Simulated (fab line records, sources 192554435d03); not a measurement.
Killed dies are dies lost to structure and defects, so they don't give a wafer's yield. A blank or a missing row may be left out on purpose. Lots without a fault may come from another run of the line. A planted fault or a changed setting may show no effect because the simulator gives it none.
Chamber matching | flow n5_finfet | N5_MOL_CONTACT_COAG_CONTACT_ETCH_14 on rie_diel-01: 4 sister chambers
The step etches SiO2 in C4F6/O2, target depth 27.5 nm, overetch 8.5 nm, time 20 s. 22 wafers are shown with their chamber, then 11 later ones without.

WAFERS WITH THEIR CHAMBER
wafer  | chamber | drypump_motor_current_A (A) | throttle_valve_pct (%) | showerhead_plenum_p_Torr (Torr)
L077.1 | 3       | 5.3                         | 21.28                  | 3.00
L077.3 | 2       | 4.9                         | 21.48                  | 2.99
L077.6 | 3       | 5.4                         | 21.29                  | 3.00
L079.1 | 0       | 6.4                         | 21.06                  | 2.91
L079.2 | 1       | 5.2                         | 21.22                  | 2.94
L079.3 | 3       | 5.3                         | 21.30                  | 3.00
L079.4 | 2       | 4.9                         | 21.48                  | 2.99
L079.5 | 0       | 6.3                         | 21.07                  | 2.91
L079.6 | 3       | 5.3                         | 21.29                  | 3.00
L082.1 | 1       | 5.2                         | 21.24                  | 2.93
L082.2 | 3       | 5.3                         | 21.29                  | 2.99
L082.4 | 2       | 5.0                         | 21.49                  | 2.98
L084.1 | 3       | 5.3                         | 21.30                  | 2.99
L084.2 | 2       | 5.0                         | 21.50                  | 2.98
L084.6 | 1       | 5.2                         | 21.24                  | 2.93
L085.2 | 2       | 4.9                         | 21.52                  | 2.98
L085.3 | 0       | 6.3                         | 21.06                  | 2.91
L085.6 | 0       | 6.4                         | 21.07                  | 2.91
L089.2 | 2       | 5.0                         | 21.51                  | 2.98
L089.3 | 1       | 5.2                         | 21.24                  | 2.93
L089.4 | 0       | 6.4                         | 21.10                  | 2.90
L093.1 | 2       | 4.9                         | 21.54                  | 2.97

SIGNATURES (means of the wafers above)
reading                  | chamber 0 | chamber 1 | chamber 2 | chamber 3 | scatter within a chamber
drypump_motor_current_A  | 6.360     | 5.200     | 4.943     | 5.317     | 0.0456
throttle_valve_pct       | 21.0720   | 21.2350   | 21.5029   | 21.2917   | 0.016
showerhead_plenum_p_Torr | 2.9080    | 2.9325    | 2.9814    | 2.9967    | 0.00565
Rule: a wafer's distance from a chamber is the root of the sum, over the readings, of the square of ((its reading less the chamber's mean) divided by the reading's scatter). The wafer belongs to the nearest chamber; if the next one is less than 2 further off, it can't be placed. The scatter: the root of (the sum of the squares of (reading less its chamber's mean) over the shown wafers, divided by (wafers less chambers)).

WAFERS WITHOUT THEIR CHAMBER
wafer  | drypump_motor_current_A (A) | throttle_valve_pct (%) | showerhead_plenum_p_Torr (Torr)
L093.2 | 5.4                         | 21.33                  | 2.98
L093.4 | 5.3                         | 21.25                  | 2.92
L095.1 | 5.3                         | 21.34                  | 2.98
L095.2 | 5.0                         | 21.55                  | 2.97
L095.3 | 5.3                         | 21.26                  | 2.92
L095.4 | 6.4                         | 21.11                  | 2.90
L095.5 | 5.3                         | 21.26                  | 2.92
L095.6 | 5.0                         | 21.53                  | 2.97
L096.2 | 5.0                         | 21.54                  | 2.97
L096.3 | 5.2                         | 21.29                  | 2.92
L096.4 | 5.3                         | 21.34                  | 2.98

WHICH CHAMBER EACH WENT THROUGH
wafer  | from the rows above | in truth
L093.2 | 3                   | 3
L093.4 | 1                   | 1
L095.1 | 3                   | 3
L095.2 | 2                   | 2
L095.3 | 1                   | 1
L095.4 | 0                   | 0
L095.5 | 1                   | 1
L095.6 | 2                   | 2
L096.2 | 2                   | 2
L096.3 | 1                   | 1
L096.4 | 3                   | 3
Placed correctly: 11 of 11. Can't be placed from these rows: 0. Placed wrongly: 0.
